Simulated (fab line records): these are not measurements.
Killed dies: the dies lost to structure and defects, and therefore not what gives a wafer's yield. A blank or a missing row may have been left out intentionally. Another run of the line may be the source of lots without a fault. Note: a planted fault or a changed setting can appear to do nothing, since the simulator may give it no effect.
Chamber matching	flow n5 finfet	rie diel-04 running N5_BEOL_M4_ETCH_74: 4 sister chambers
The step etches underlayer in N2/H2, target depth 6.5 nm, time 5.2 s. 22 wafers are shown with their chamber, then 11 later ones without.

## WAFERS PAIRED WITH THEIR CHAMBERS
wafer	chamber	showerhead plenum p Torr (Torr)	drypump motor current A (A)	throttle valve pct (%)
L074.4	0	2.59	6.4	18.38
L074.5	2	2.44	5.4	17.85
L074.6	3	2.61	5.6	18.00
L075.1	0	2.59	6.4	18.39
L075.2	3	2.61	5.7	18.03
L075.6	1	2.59	6.1	17.65
L076.3	0	2.59	6.4	18.41
L076.4	3	2.60	5.7	18.03
L076.5	1	2.59	6.1	17.64
L078.1	2	2.43	5.5	17.88
L078.3	0	2.59	6.4	18.43
L078.6	0	2.59	6.4	18.41
L079.3	1	2.58	6.1	17.67
L079.4	2	2.43	5.5	17.90
L079.6	0	2.59	6.4	18.46
L081.1	2	2.43	5.5	17.90
L081.3	0	2.59	6.4	18.43
L081.5	2	2.43	5.5	17.91
L082.1	3	2.60	5.7	17.61
L082.2	1	2.58	6.1	17.68
L082.3	2	2.43	5.5	17.90
L088.3	2	2.42	5.5	17.94

SIGNATURES (means of the wafers above)
reading	chamber 0	chamber 1	chamber 2	chamber 3	scatter within a chamber
showerhead plenum p Torr	2.5900	2.5850	2.4300	2.6050	0.00471
drypump motor current A	6.400	6.100	5.486	5.675	0.0299
throttle valve pct	18.4157	17.6600	17.8971	17.9175	0.0871
Rule: for each reading, subtract the chamber's mean from the wafer's reading, divide by that reading's scatter and square the result; add these up over the readings and take the root, which gives the wafer's distance from the chamber. The wafer belongs to the nearest chamber; if the next one is less than 2 further off, it can't be placed. The scatter is the square root of a quotient: the sum, over the shown wafers, of each reading's squared deviation from its chamber's mean, divided by wafers minus chambers.

## WAFERS MISSING THEIR CHAMBER
wafer	showerhead plenum p Torr (Torr)	drypump motor current A (A)	throttle valve pct (%)
L088.4	2.58	6.1	17.71
L088.6	2.58	6.4	18.04
L092.2	2.58	6.4	18.05
L092.4	2.60	5.7	17.64
L092.6	2.57	6.1	17.73
L094.1	2.59	5.7	17.64
L094.2	2.57	6.4	18.05
L094.6	2.57	6.4	18.09
L097.2	2.57	6.1	17.73
L097.4	2.41	5.5	17.96
L097.6	2.41	5.5	17.97

## WHICH CHAMBER EACH WENT THROUGH
wafer	from the rows above	in truth
L088.4	1	1
L088.6	0	0
L092.2	0	0
L092.4	3	3
L092.6	1	1
L094.1	3	3
L094.2	0	0
L094.6	0	0
L097.2	1	1
L097.4	2	2
L097.6	2	2
Correctly placed: 11 of 11. Number that these rows cannot place: 0. Placed wrongly: 0.
